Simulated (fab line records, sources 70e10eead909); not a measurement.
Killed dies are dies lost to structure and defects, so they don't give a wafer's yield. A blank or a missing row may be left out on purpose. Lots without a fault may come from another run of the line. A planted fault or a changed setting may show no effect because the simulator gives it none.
fab line records | flow nand_harc
record lots=5 wafers=15 last_day=32
route steps=1302 shown P_M2@324 P_BONDPAD@351 END@1302
lots that met no fault: from a run of the same line without faults
start_h: hours from the record's first day to the start of the lot's first wafer shown | wait_h: hours since the lot's step before | " the same as in the row above | L1.1+2: a row that stands for several wafers | - no value, or no start given | * or withheld: withheld | < > ~ a bound
route shown NAME@n: a module of which the file shows steps, and the number in the route of the first | usual: mean/standard deviation of fault-free wafers | same: alike in all rows | chamber/n: place in a boat | sites: the reading at each site | _std_site: their standard deviation | _edge_site: outer sites' mean less inner sites' | radius_mm: how far each site lies from the wafer's centre | mask NAME#n: copy n | behind: the tool/chamber that last shaped the wafer | hold: why the lot was held/for how many hours/how that ended | device: the transistor (n, p or np) that didn't switch | end of line: the same wafers' tests at the end of the route | a step without rows: its recipe alone | killed: dies lost to structure and defects at the first sort, not the wafer's yield | map: a wafer's dies, x killed, . not, _ none there
set.NAME: the setting as run; set.NAME@STEP: as run at that earlier step | model.NAME: the simulator's own value behind a step, which no gauge read
lots at some steps of the route; a table a step, a row a wafer
services: from which hour (start_h, from the record's first day; less than 0 if before it) a tool's chamber was out of use, for how many hours, and why
## steps
# step NHARC_P_M2_EBR_05
# step NHARC_P_M2_EXPOSE_06
# recipe na=1.35 target_cd_nm=170 dose_mj=80.78 mask_id=P_M2
# step NHARC_P_M2_PEB_07
# recipe peb_temp_c=100 peb_time_s=65
# step NHARC_P_M2_DEVELOP_08
# recipe develop_time_s=35 dev_temp_c=23
# step NHARC_P_M2_DESCUM_14
# recipe time_s=3 o2_flow_sccm=200 ar_flow_sccm=0 bias_power_w=0 chemistry=O2
# step NHARC_P_M2_ETCH_35
# recipe target_depth_a=400 overetch_a=120 time_s=43.94 ion_energy_ev=200 n2_flow_sccm=150 h2_flow_sccm=150 ar_flow_sccm=0 rf_w=400 bias_w=150 chemistry=N2/H2
# step NHARC_P_M2_ETCH_15
# recipe target_depth_a=1825 time_s=91.2 c4f8_flow_sccm=withheld ar_flow_sccm=400 rf_w=600 bias_w=300 chemistry=C4F8/Ar
# step NHARC_P_M2_STRIP_18
# recipe power_w=1000 n2_flow_sccm=150 h2_flow_sccm=150 ar_flow_sccm=0 bias_w=0 chemistry=N2/H2
# step NHARC_P_M2_ETCH_28
# recipe target_depth_a=300 over_etch_frac=0.3 time_s=72.99 ion_energy_ev=150 cf4_flow_sccm=50 n2_flow_sccm=100 ar_flow_sccm=150 rf_w=300 bias_w=100 chemistry=CF4/N2
# usual drypump_motor_current_A=5.6/0.5 oes_product_au=1.001/0.0073 rf_vpp_V=314.9/1.7 showerhead_plenum_p_Torr=2.66/0.081 throttle_valve_pct=19.794/0.0097
# columns lot.wafer tool chamber start_h wait_h drypump_motor_current_A oes_product_au rf_hours_counter_h rf_vpp_V showerhead_plenum_p_Torr throttle_valve_pct
L333.2 rie_diel-03 1 154.33 - 6.1 1.008 2.3 316.5 2.76 19.787
L333.3 " 0 " " 5.7 1.005 2.1 317.3 2.82 19.790
L333.6 " 2 " " 5.2 1.003 - 315.0 2.67 19.796
L344.3 rie_diel-03 2 261.84 - 5.2 0.998 8.7 315.2 2.66 19.800
L344.4 " 0 " " 5.7 1.010 6.9 316.3 2.82 19.792
L344.5 " 2 " " 5.2 1.004 - 317.1 2.66 19.780
L346.4 rie_diel-03 3 278.00 - 5.0 1.000 8.0 314.4 2.60 19.795
L346.3 " 0 " " 5.7 1.011 7.4 318.9 2.82 19.787
L346.5 " 3 " " 5.0 1.006 - 313.4 2.60 19.808
L345.2 rie_diel-03 0 278.70 - 5.7 1.001 7.4 316.1 2.82 19.776
L345.3 " 1 " " 6.1 1.003 8.8 316.4 2.75 19.785
L345.6 " 3 " " 4.9 0.992 - 313.2 2.60 19.789
L352.3 rie_diel-12 1 341.36 - 5.7 0.998 3.1 314.9 2.67 19.800
L352.1 " 2 " " 5.3 1.003 3.9 312.3 2.54 19.792
L352.6 " 3 " " 6.5 0.998 - 313.2 2.61 19.799
# step NHARC_P_M2_STRIP_19
# recipe time_s=600 temp_c=30 chemistry=post_etch_residue_remover
# step NHARC_P_M2_DEGAS_29
# recipe temp_c=250 time_s=60
# step NHARC_P_M2_PRE_CLEAN_30
# recipe time_s=30 temp_c=280 gas=H2/He
# step NHARC_P_M2_PVD_20
# recipe target_thk_a=50 bias_v=168.6 power_w=15000 chamber_pressure_pa=0.12 time_s=8.06 substrate_temp_c=50 material=TaN
# step NHARC_P_M2_PVD_21
# recipe target_thk_a=300 chamber_pressure_pa=5 power_w=5000 substrate_temp_c=30 time_s=20.49 material=Cu
# step NHARC_P_M2_ECD_22
# recipe target_thk_a=4000 bath_temp_c=25 material=Cu
# step NHARC_P_M2_ANNEAL_31
# recipe temp_c=225 time_s=90
# step NHARC_P_M2_CMP_23
# recipe t_overpolish_s=20 target_thk_nm=144.3
# step NHARC_P_M2_SRD_25
# step NHARC_P_M2_PRE_CLEAN_32
# recipe time_s=12 temp_c=370 rf_power_w=300 gas=NH3
# step NHARC_P_M2_DEP_33
# recipe target_thk_a=300 temp_c=370 target_thk_nm=30 pressure_torr=3 flow_sccm=200 rf_w=450 material=SiCN
# step NHARC_P_BONDPAD_DEP_00
# recipe target_thk_a=2500 temp_c=370 target_thk_nm=250 pressure_torr=3 flow_sccm=200 rf_w=450 material=SiCN
# step NHARC_P_BONDPAD_CMP_32
# recipe target_thk_nm=200 material=SiCN
# step NHARC_P_BONDPAD_SRD_34
# step NHARC_P_BONDPAD_DEHYDRATE_01
# recipe temp_c=150 time_s=120
# step NHARC_P_BONDPAD_HMDS_02
# recipe time_s=30
# step NHARC_P_BONDPAD_COAT_36
# recipe temp_c=200 time_s=65
# step NHARC_P_BONDPAD_COAT_03
# recipe spin_rpm=2000 resist_thk_nm=600
# step NHARC_P_BONDPAD_SOFTBAKE_04
# recipe temp_c=125 time_s=70
# step NHARC_P_BONDPAD_EBR_05
# step NHARC_P_BONDPAD_EXPOSE_06
# recipe na=0.55 dose_mj=37.06 mask_id=P_BPAD
# step NHARC_P_BONDPAD_PEB_07
# recipe peb_temp_c=128 peb_time_s=80
# step NHARC_P_BONDPAD_DEVELOP_08
# recipe time_s=50 dev_temp_c=22
# step NHARC_END_SORT_01
# recipe temp_c=25
# usual defect_limited_yield=91/3 killed_at_array=56/20 killed_at_other=1/1.3 killed_at_periphery=3.5/2.7 killed_dies=60/20 killed_open=3.3/1.6 killed_short=2.4/1.5
# same gross_dies=677
# columns lot.wafer tool chamber start_h wait_h defect_limited_yield[%] killed_at_array killed_at_other killed_at_periphery killed_dies killed_open killed_short
L333.2 prober-02 0 580.87 2.8 89 72 0 5 77 0 0
L333.3 prober-02 0 581.67 3.1 89 68 1 8 77 3 3
L333.6 prober-02 0 584.07 4.0 85 88 1 12 101 3 1
L344.4 prober-01 0 679.95 3.4 77 88 1 67 156 3 0
L345.2 prober-01 0 711.82 2.8 80 76 0 59 135 6 2
L345.3 prober-01 0 712.60 3.0 87 83 0 2 85 2 1
L345.6 prober-01 0 714.95 3.9 86 85 1 6 92 3 0
L346.3 prober-02 0 712.73 3.1 86 33 1 60 94 4 3
L346.4 prober-02 0 713.53 3.4 93 47 2 1 50 0 1
L346.5 prober-02 0 714.33 3.7 94 34 0 4 38 5 3
L352.1 prober-02 0 771.30 2.5 94 34 3 1 38 2 2
L352.3 prober-02 0 772.89 3.1 95 33 1 3 37 1 1
L352.6 prober-02 0 775.28 4.0 91 52 7 2 61 5 6
# killed by level:class
L333.2 A_SLIT:chamber_film_flake=32 A_CHANNEL_HOLE_D2:chamber_film_flake=20 A_CHANNEL_HOLE_D1:chamber_film_flake=6 A_STAIRCASE:chamber_film_flake=4 P_GATE:chamber_film_flake=3 A_SGD_CUT:chamber_film_flake=3 A_CONTACT:chamber_film_flake=3 P_STI:chamber_film_flake=2
L333.3 A_SLIT:chamber_film_flake=32 A_CHANNEL_HOLE_D2:chamber_film_flake=19 P_GATE:chamber_film_flake=5 A_CHANNEL_HOLE_D1:chamber_film_flake=5 A_STAIRCASE:chamber_film_flake=3 A_M0:geometric_particle:open=2 A_SGD_CUT:chamber_film_flake=2 A_DECK1_JOINT:geometric_particle:short=1
L333.6 A_CHANNEL_HOLE_D2:chamber_film_flake=36 A_SLIT:chamber_film_flake=26 A_SGD_CUT:chamber_film_flake=9 A_CHANNEL_HOLE_D1:chamber_film_flake=6 P_STI:chamber_film_flake=5 A_STAIRCASE:chamber_film_flake=5 P_GATE:chamber_film_flake=3 P_M0:geometric_particle:open=2
L344.4 P_M2:unspecified=57 A_SLIT:chamber_film_flake=36 A_CHANNEL_HOLE_D1:chamber_film_flake=29 A_CHANNEL_HOLE_D2:chamber_film_flake=16 P_BONDPAD:chamber_film_flake=5 A_CONTACT:chamber_film_flake=3 P_STI:chamber_film_flake=2 P_GATE:geometric_particle:open=1
L345.2 P_M2:unspecified=54 A_SLIT:chamber_film_flake=39 A_CHANNEL_HOLE_D2:chamber_film_flake=17 A_STAIRCASE:chamber_film_flake=7 A_CONTACT:chamber_film_flake=6 A_CHANNEL_HOLE_D1:chamber_film_flake=3 P_M0:geometric_particle:open=2 P_GATE:geometric_particle:short=1
L345.3 A_SLIT:chamber_film_flake=33 A_CHANNEL_HOLE_D1:chamber_film_flake=17 A_CHANNEL_HOLE_D2:chamber_film_flake=15 A_STAIRCASE:chamber_film_flake=11 A_CONTACT:chamber_film_flake=4 A_ONON_D1:geometric_particle:short=1 A_SGD_CUT:geometric_particle:open=1 A_WL_FILL:geometric_particle:open=1
L346.3 P_M2:unspecified=58 A_CHANNEL_HOLE_D1:chamber_film_flake=17 A_CONTACT:chamber_film_flake=3 A_STAIRCASE:chamber_film_flake=3 A_M1:chamber_film_flake=3 P_M0:geometric_particle:open=1 A_SOURCE_PLATE:geometric_particle:open=1 A_CHANNEL_FILL_D1:geometric_particle:short=1
L346.4 A_CHANNEL_HOLE_D1:chamber_film_flake=35 A_STAIRCASE:chamber_film_flake=6 A_M1:chamber_film_flake=2 THIN_TSV:chamber_film_flake=2 A_WL_FILL:geometric_particle:short=1 P_STI:chamber_film_flake=1 A_CHANNEL_HOLE_D2:chamber_film_flake=1 A_CONTACT:chamber_film_flake=1
L346.5 A_CHANNEL_HOLE_D1:chamber_film_flake=16 A_STAIRCASE:chamber_film_flake=4 P_GATE:chamber_film_flake=2 A_SLIT:chamber_film_flake=2 A_CONTACT:chamber_film_flake=2 A_M1:chamber_film_flake=2 P_GATE:geometric_particle:open=1 P_M2:geometric_particle:short=1
L345.6 A_SLIT:chamber_film_flake=37 A_CHANNEL_HOLE_D1:chamber_film_flake=15 A_CHANNEL_HOLE_D2:chamber_film_flake=14 A_STAIRCASE:chamber_film_flake=11 A_CONTACT:chamber_film_flake=5 P_STI:chamber_film_flake=3 A_ONON_D1:geometric_particle:open=2 P_ZERO_WELL:chamber_film_flake=2
L352.1 A_CHANNEL_HOLE_D1:chamber_film_flake=13 A_SLIT:chamber_film_flake=11 A_CONTACT:chamber_film_flake=4 THIN_TSV:chamber_film_flake=3 A_CHANNEL_HOLE_D2:chamber_film_flake=2 A_SOURCE_PLATE:geometric_particle:short=1 A_CHANNEL_FILL_D2:geometric_particle:open=1 A_CONTACT:geometric_particle:open=1
L352.3 A_CHANNEL_HOLE_D1:chamber_film_flake=13 A_CONTACT:chamber_film_flake=10 A_SLIT:chamber_film_flake=6 P_STI:chamber_film_flake=2 A_DECK1_JOINT:chamber_film_flake=2 A_CHANNEL_FILL_D1:geometric_particle:short=1 P_ZERO_WELL:chamber_film_flake=1 STARTING-WAFER:geometric_particle:open=1
L352.6 A_CHANNEL_HOLE_D1:chamber_film_flake=19 A_SLIT:chamber_film_flake=12 A_CONTACT:chamber_film_flake=9 THIN_TSV:chamber_film_flake=5 A_DECK1_JOINT:chamber_film_flake=3 A_CHANNEL_HOLE_D2:geometric_particle:short=2 A_WL_FILL:geometric_particle:short=2 STARTING-WAFER:geometric_particle:open=2
# map L344.4 (x killed, . not)
____________.____________
_________......._________
_______...x......._______
______.x...........______
_____..............._____
____.................____
____..xx.............____
___................x..___
___........x..........___
__........x............__
__..............x......__
_.............xxx......._
_..............xx.x....._
_............x.xxx......_
_......x....x..xx.xx...._
_..............xx.xxx..._
.........x....xx.x..xxx..
.............xxxx.xxxx.x.
.............xx.xxx...x..
....x..........x.xxxxxx..
...............x...xxxx..
_.........x......xxxxx.._
_............x...x.x..x._
_.................x.x..._
_.....x...........xxx..._
_.............x.xx.x...._
__.......x..x..xx.x....__
__.......x..x...x.xx...__
___......xxxxxx..x....___
___....xxxxxx..x.x....___
____....xxxxxx..xx...____
____.x.xxxxxx..x.....____
_____..xxxxxxx......_____
______xxxxxxxx..x..______
_______xxxxxxxx..._______
_________xxxxxx._________
____________x____________
# map L345.2 (x killed, . not)
____________.____________
_________......._________
_______.....x....._______
______.........x...______
_____....x......x..._____
____............x....____
____.xx..x.......x...____
___...................___
___...................___
__x....................__
__..x...............x..__
_......x................_
_......................._
_......................._
_......................._
_......................._
.......x.................
.......x.........xx.xx...
.x..x...x....x...x.......
......x.x........xxx.....
.x.x.....................
_....x...x........xx...._
_...........x..........._
_.............xx.xxx...._
_............x.xx.xx...._
_...........x.xxx..xx..._
__............xxxxxx.x.__
__......x.....x.xxx....__
___.....xxxxx.xxxx.x..___
___....xxxxxx..x.xxx..___
____..xxxxxxx....x.x.____
____...xxxxxxx.....x.____
_____..xxxxxxx.....x_____
______xxxxxxxx.x.x.______
_______xxxxxxxx.x._______
_________xxxxxx._________
____________x____________
## services
# columns tool chamber start_h hours kind
rie_diel-03 0 138.24 - clean
rie_diel-03 1 138.24 - clean
rie_diel-03 2 138.24 - clean
rie_diel-03 3 138.24 - clean
rie_diel-12 3 160.86 2.2 repair
rie_diel-03 0 162.74 - clean
rie_diel-03 1 162.74 - clean
rie_diel-03 2 162.74 - clean
rie_diel-03 3 162.74 - clean
rie_diel-03 0 187.24 - clean
rie_diel-03 1 187.24 - clean
rie_diel-03 2 187.24 - clean
rie_diel-03 3 187.24 - clean
rie_diel-03 0 211.74 - clean
rie_diel-03 0 214.16 5.1 repair
rie_diel-03 3 248.65 1.2 repair
rie_diel-12 0 251.52 10.3 repair
rie_diel-12 2 253.54 4.0 repair
rie_diel-12 - 268.40 9.0 pm
rie_diel-03 0 279.47 6.5 repair
rie_diel-03 - 281.74 9.0 pm
rie_diel-03 1 311.32 4.6 repair
rie_diel-03 1 317.73 4.5 repair
rie_diel-12 1 325.14 5.4 repair
## key
first_sign step=NHARC_END_SORT_01 reading=killed_at_periphery direction=up sigmas=21 usual=3.5 struck=62
effect step=NHARC_END_SORT_01 reading=killed_dies direction=up sigmas=3.3 usual=60 struck=128
more_kills_born_at NHARC_P_M2_ETCH_28@rie_diel-03=169
met_at NHARC_P_M2_ETCH_28
struck_wafers L344.4,L345.2,L346.3
onset_between 154.33 261.84
fault kind=chamber_particle_source tool=rie_diel-03 chamber=0 onset_h=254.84 steps=NHARC_P_M2_ETCH_28 rate_per_visit_cm2=0.46396 end_h=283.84
